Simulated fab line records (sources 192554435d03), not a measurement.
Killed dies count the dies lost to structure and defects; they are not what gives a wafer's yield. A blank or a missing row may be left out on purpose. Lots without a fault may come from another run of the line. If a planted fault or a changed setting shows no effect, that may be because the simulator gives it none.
Matching of chambers -- flow n5_finfet -- N5_FIN_CUT_STRIP_22 on rie_diel-02 has 4 sister chambers
The step strips in N2/H2. 4 wafers are shown with their chamber, then 10 later ones without.

## WAFERS WITH THEIR CHAMBER
wafer,chamber,showerhead_plenum_p_Torr (Torr)
L081.6,2,3.50
L083.5,1,3.43
L086.2,3,3.28
L086.3,0,3.30

## WAFERS WITHOUT THEIR CHAMBER
wafer,showerhead_plenum_p_Torr (Torr)
L086.4,3.30
L091.1,3.48
L091.3,3.30
L091.6,3.43
L093.3,3.43
L093.4,3.48
L093.5,3.48
L097.1,3.29
L097.2,3.48
L097.5,3.42

## CHAMBER TAKEN BY EACH
wafer,from the rows above,in truth
L086.4,can't be placed: 0 or 3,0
L091.1,2,2
L091.3,can't be placed: 0 or 3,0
L091.6,1,1
L093.3,1,1
L093.4,2,2
L093.5,2,2
L097.1,can't be placed: 0 or 3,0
L097.2,2,2
L097.5,1,1
Placed correctly: 7 of 10. Unplaceable from these rows: 3, with the true chamber sitting among the candidates in 3. Placed wrongly: 0.
How it was worked out, from the rows above alone: a wafer's distance from a chamber is the root of the sum, over the readings, of the square of ((its reading less the chamber's mean) divided by the reading's scatter). The wafer belongs to the nearest chamber; if the next one is less than 2 further off, it can't be placed. Each chamber's mean is taken over the wafers shown for it. The scatter (one wafer shown for each chamber): square how far every hidden wafer sits from the nearest shown wafer, average those squares and take the square root.
